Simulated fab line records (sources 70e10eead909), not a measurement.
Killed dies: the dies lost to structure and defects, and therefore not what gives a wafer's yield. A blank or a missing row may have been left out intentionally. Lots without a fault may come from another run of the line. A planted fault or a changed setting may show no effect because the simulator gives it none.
A sampling plan put to the test || flow nand harc || one fab line, 27 faults that these records tell of, each judged on the records of the lots that it struck; 1 more is left out, because the records don't allow judging it
The line's own looks make up the plan; these are the steps of the route where a gauge or inspection reads the wafer and leaves it unchanged. A look is open to judgement when struck wafers have a number at it and the file gives its usual mean and standard deviation on fault-free wafers. Caught: at a look after the fault's first step, the mean of the struck wafers lies 4 or more of those standard deviations (sigma) from the usual mean. On the tool: the identical test, applied to the tool's own readings at the steps of the fault. Caught also covers a different recipe on the struck wafers, or a record left blank for those wafers only.

## THE FAULTS, as the simulator had put them in
1. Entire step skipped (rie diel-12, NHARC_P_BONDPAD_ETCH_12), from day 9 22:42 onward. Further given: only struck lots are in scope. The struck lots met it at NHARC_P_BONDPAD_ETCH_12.
2. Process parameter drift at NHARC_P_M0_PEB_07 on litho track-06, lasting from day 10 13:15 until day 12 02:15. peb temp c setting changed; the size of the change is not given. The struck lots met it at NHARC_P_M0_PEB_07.
3. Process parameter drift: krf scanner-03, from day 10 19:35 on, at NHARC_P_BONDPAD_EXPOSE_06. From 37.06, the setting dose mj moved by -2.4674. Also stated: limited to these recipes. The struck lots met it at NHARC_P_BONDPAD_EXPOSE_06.
4. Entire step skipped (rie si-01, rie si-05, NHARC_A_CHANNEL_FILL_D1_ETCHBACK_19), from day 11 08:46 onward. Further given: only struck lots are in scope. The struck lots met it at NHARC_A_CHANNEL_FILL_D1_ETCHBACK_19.
5. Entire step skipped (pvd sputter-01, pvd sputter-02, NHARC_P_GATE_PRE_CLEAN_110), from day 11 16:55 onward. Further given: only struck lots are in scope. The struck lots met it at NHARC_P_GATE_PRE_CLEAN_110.
6. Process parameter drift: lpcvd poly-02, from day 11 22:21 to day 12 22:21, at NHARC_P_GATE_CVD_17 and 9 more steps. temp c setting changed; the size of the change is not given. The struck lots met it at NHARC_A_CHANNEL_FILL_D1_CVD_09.
7. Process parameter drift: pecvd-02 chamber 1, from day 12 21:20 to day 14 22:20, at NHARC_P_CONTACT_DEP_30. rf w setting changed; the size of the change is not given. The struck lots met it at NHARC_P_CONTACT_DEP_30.
8. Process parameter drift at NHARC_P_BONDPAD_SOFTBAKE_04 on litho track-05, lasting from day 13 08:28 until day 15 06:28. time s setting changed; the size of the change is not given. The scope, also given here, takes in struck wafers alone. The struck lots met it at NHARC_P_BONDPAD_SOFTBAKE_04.
9. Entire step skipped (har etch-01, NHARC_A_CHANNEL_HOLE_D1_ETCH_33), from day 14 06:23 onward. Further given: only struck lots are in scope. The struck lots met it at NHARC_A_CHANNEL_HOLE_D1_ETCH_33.
10. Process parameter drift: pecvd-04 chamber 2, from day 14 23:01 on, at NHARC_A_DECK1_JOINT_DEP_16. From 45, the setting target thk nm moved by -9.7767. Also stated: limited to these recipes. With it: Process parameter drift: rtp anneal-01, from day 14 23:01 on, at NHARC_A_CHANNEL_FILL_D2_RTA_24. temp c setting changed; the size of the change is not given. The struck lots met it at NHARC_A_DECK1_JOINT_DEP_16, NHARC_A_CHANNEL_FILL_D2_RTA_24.
11. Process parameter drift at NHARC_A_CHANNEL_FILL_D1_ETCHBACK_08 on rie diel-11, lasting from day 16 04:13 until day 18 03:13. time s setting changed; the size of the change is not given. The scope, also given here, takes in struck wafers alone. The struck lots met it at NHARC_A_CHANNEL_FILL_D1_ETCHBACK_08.
12. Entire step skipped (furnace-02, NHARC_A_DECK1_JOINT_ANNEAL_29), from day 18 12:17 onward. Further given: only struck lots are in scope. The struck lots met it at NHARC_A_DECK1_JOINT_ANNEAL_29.
13. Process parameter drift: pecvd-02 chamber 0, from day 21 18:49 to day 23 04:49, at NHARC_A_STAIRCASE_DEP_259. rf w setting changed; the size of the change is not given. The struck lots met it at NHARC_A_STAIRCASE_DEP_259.
14. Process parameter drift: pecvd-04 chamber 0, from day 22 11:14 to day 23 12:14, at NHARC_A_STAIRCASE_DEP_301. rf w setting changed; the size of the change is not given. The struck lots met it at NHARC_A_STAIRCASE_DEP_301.
15. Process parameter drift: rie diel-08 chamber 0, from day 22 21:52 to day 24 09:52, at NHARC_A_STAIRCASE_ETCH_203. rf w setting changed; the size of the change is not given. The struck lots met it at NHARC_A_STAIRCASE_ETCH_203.
16. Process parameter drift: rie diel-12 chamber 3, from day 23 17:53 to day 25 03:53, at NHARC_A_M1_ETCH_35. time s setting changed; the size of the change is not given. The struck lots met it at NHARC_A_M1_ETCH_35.
17. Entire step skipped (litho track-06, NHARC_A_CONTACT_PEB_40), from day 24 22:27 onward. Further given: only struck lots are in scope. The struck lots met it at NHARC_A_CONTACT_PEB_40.
18. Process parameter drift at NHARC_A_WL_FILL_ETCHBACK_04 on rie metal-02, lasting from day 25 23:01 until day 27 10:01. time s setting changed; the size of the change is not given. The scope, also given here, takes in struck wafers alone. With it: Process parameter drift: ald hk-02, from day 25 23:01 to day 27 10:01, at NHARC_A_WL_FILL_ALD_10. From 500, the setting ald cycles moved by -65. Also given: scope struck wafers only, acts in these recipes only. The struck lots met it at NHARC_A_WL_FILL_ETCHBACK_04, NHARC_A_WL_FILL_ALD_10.
19. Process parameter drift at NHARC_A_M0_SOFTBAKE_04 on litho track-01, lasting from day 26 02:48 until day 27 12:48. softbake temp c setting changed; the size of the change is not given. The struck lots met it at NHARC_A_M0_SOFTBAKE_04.
20. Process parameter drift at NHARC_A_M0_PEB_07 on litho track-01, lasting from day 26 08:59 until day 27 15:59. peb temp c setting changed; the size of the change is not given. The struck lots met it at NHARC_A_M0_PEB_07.
21. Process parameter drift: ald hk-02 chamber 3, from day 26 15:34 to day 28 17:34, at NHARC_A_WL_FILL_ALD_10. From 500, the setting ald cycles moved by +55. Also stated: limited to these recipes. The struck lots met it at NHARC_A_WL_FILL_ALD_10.
22. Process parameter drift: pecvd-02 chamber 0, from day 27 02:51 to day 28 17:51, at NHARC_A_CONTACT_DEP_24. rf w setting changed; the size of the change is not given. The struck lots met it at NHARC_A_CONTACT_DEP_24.
23. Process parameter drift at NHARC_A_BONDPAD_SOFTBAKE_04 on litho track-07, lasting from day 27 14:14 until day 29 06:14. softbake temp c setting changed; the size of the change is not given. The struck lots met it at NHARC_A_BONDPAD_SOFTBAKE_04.
24. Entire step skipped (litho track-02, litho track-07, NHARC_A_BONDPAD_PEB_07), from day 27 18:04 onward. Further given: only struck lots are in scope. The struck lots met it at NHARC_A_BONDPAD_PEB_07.
25. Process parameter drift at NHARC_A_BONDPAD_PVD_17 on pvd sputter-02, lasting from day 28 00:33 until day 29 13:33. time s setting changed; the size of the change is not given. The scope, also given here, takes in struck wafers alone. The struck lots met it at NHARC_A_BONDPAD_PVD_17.
26. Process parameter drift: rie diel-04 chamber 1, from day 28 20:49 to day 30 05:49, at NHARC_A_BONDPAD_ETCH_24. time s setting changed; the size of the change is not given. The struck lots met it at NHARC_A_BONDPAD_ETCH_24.
27. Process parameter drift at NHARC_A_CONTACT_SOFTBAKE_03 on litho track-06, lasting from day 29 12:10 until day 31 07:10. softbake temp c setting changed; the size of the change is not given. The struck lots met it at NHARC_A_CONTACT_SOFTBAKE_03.

## WHAT THE PLAN SAW
{"fault": 1, "on the tool itself": "the tool's record is blank for the struck wafers", "first look that catches it": "no look after it can be judged", "reading, sigma": "-", "median hours from its first step to that look": "-", "hours from the fault's start to the first struck lot there": "-", "judged looks passed uncaught": 0}
{"fault": 2, "on the tool itself": "plate temp C -36 sigma", "first look that catches it": "no look after it can be judged", "reading, sigma": "-", "median hours from its first step to that look": "-", "hours from the fault's start to the first struck lot there": "-", "judged looks passed uncaught": 0}
{"fault": 3, "on the tool itself": "exposure dose mJ cm2 -9.8 sigma", "first look that catches it": "not the one look that can be judged after it", "reading, sigma": "-", "median hours from its first step to that look": "-", "hours from the fault's start to the first struck lot there": "-", "judged looks passed uncaught": 1}
{"fault": 4, "on the tool itself": "the tool's record is blank for the struck wafers", "first look that catches it": "no look after it can be judged", "reading, sigma": "-", "median hours from its first step to that look": "-", "hours from the fault's start to the first struck lot there": "-", "judged looks passed uncaught": 0}
{"fault": 5, "on the tool itself": "the tool's record is blank for the struck wafers", "first look that catches it": "no look after it can be judged", "reading, sigma": "-", "median hours from its first step to that look": "-", "hours from the fault's start to the first struck lot there": "-", "judged looks passed uncaught": 0}
{"fault": 6, "on the tool itself": "tube center temp C +99 or beyond sigma", "first look that catches it": "not the one look that can be judged after it", "reading, sigma": "strongest: killed at other at NHARC_END_SORT_01, +2.8", "median hours from its first step to that look": "-", "hours from the fault's start to the first struck lot there": "-", "judged looks passed uncaught": 1}
{"fault": 7, "on the tool itself": "rf fwd power W +52 sigma", "first look that catches it": "no look after it can be judged", "reading, sigma": "-", "median hours from its first step to that look": "-", "hours from the fault's start to the first struck lot there": "-", "judged looks passed uncaught": 0}
{"fault": 8, "on the tool itself": "heater power total W +24 sigma", "first look that catches it": "not the one look that can be judged after it", "reading, sigma": "-", "median hours from its first step to that look": "-", "hours from the fault's start to the first struck lot there": "-", "judged looks passed uncaught": 1}
{"fault": 9, "on the tool itself": "the tool's record is blank for the struck wafers", "first look that catches it": "no look after it can be judged", "reading, sigma": "-", "median hours from its first step to that look": "-", "hours from the fault's start to the first struck lot there": "-", "judged looks passed uncaught": 0}
{"fault": 10, "on the tool itself": "wafer_temp_C_max +9.6 sigma", "first look that catches it": "no look after it can be judged", "reading, sigma": "-", "median hours from its first step to that look": "-", "hours from the fault's start to the first struck lot there": "-", "judged looks passed uncaught": 0}
{"fault": 11, "on the tool itself": "run length s +99 or beyond sigma", "first look that catches it": "no look after it can be judged", "reading, sigma": "-", "median hours from its first step to that look": "-", "hours from the fault's start to the first struck lot there": "-", "judged looks passed uncaught": 0}
{"fault": 12, "on the tool itself": "the tool's record is blank for the struck wafers", "first look that catches it": "not the one look that can be judged after it", "reading, sigma": "-", "median hours from its first step to that look": "-", "hours from the fault's start to the first struck lot there": "-", "judged looks passed uncaught": 1}
{"fault": 13, "on the tool itself": "rf fwd power W +99 or beyond sigma", "first look that catches it": "no look after it can be judged", "reading, sigma": "-", "median hours from its first step to that look": "-", "hours from the fault's start to the first struck lot there": "-", "judged looks passed uncaught": 0}
{"fault": 14, "on the tool itself": "rf fwd power W -99 or beyond sigma", "first look that catches it": "not the one look that can be judged after it", "reading, sigma": "-", "median hours from its first step to that look": "-", "hours from the fault's start to the first struck lot there": "-", "judged looks passed uncaught": 1}
{"fault": 15, "on the tool itself": "rf fwd power W -39 sigma", "first look that catches it": "not the one look that can be judged after it", "reading, sigma": "-", "median hours from its first step to that look": "-", "hours from the fault's start to the first struck lot there": "-", "judged looks passed uncaught": 1}
{"fault": 16, "on the tool itself": "run length s -25 sigma", "first look that catches it": "no look after it can be judged", "reading, sigma": "-", "median hours from its first step to that look": "-", "hours from the fault's start to the first struck lot there": "-", "judged looks passed uncaught": 0}
{"fault": 17, "on the tool itself": "the tool's record is blank for the struck wafers", "first look that catches it": "no look after it can be judged", "reading, sigma": "-", "median hours from its first step to that look": "-", "hours from the fault's start to the first struck lot there": "-", "judged looks passed uncaught": 0}
{"fault": 18, "on the tool itself": "run length s +76 sigma", "first look that catches it": "not the one look that can be judged after it", "reading, sigma": "-", "median hours from its first step to that look": "-", "hours from the fault's start to the first struck lot there": "-", "judged looks passed uncaught": 1}
{"fault": 19, "on the tool itself": "heater power total W -35 sigma", "first look that catches it": "not the one look that can be judged after it", "reading, sigma": "-", "median hours from its first step to that look": "-", "hours from the fault's start to the first struck lot there": "-", "judged looks passed uncaught": 1}
{"fault": 20, "on the tool itself": "plate temp C -82 sigma", "first look that catches it": "no look after it can be judged", "reading, sigma": "-", "median hours from its first step to that look": "-", "hours from the fault's start to the first struck lot there": "-", "judged looks passed uncaught": 0}
{"fault": 21, "on the tool itself": "under 2 sigma", "first look that catches it": "no look after it can be judged", "reading, sigma": "-", "median hours from its first step to that look": "-", "hours from the fault's start to the first struck lot there": "-", "judged looks passed uncaught": 0}
{"fault": 22, "on the tool itself": "rf fwd power W +99 or beyond sigma", "first look that catches it": "no look after it can be judged", "reading, sigma": "-", "median hours from its first step to that look": "-", "hours from the fault's start to the first struck lot there": "-", "judged looks passed uncaught": 0}
{"fault": 23, "on the tool itself": "heater power total W +7.5 sigma", "first look that catches it": "none of the 3 looks that can be judged after it", "reading, sigma": "-", "median hours from its first step to that look": "-", "hours from the fault's start to the first struck lot there": "-", "judged looks passed uncaught": 3}
{"fault": 24, "on the tool itself": "the tool's record is blank for the struck wafers", "first look that catches it": "no look after it can be judged", "reading, sigma": "-", "median hours from its first step to that look": "-", "hours from the fault's start to the first struck lot there": "-", "judged looks passed uncaught": 0}
{"fault": 25, "on the tool itself": "under 2 sigma", "first look that catches it": "not the one look that can be judged after it", "reading, sigma": "-", "median hours from its first step to that look": "-", "hours from the fault's start to the first struck lot there": "-", "judged looks passed uncaught": 1}
{"fault": 26, "on the tool itself": "run length s -31 sigma", "first look that catches it": "no look after it can be judged", "reading, sigma": "-", "median hours from its first step to that look": "-", "hours from the fault's start to the first struck lot there": "-", "judged looks passed uncaught": 0}
{"fault": 27, "on the tool itself": "heater power total W +39 sigma", "first look that catches it": "no look after it can be judged", "reading, sigma": "-", "median hours from its first step to that look": "-", "hours from the fault's start to the first struck lot there": "-", "judged looks passed uncaught": 0}
A dash: the fault is not caught, or the number is missing from these records.

Caught at a look: 0 of 27. Caught on the tool: 25 of 27. By one or the other: 25 of 27.
Caught on the tool alone: faults 1, 2, 3, 4, 5, 6, 7, 8, 9, 10, 11, 12, 13, 14, 15, 16, 17, 18, 19, 20, 22, 23, 24, 26, 27.
Caught by neither: faults 21, 25.
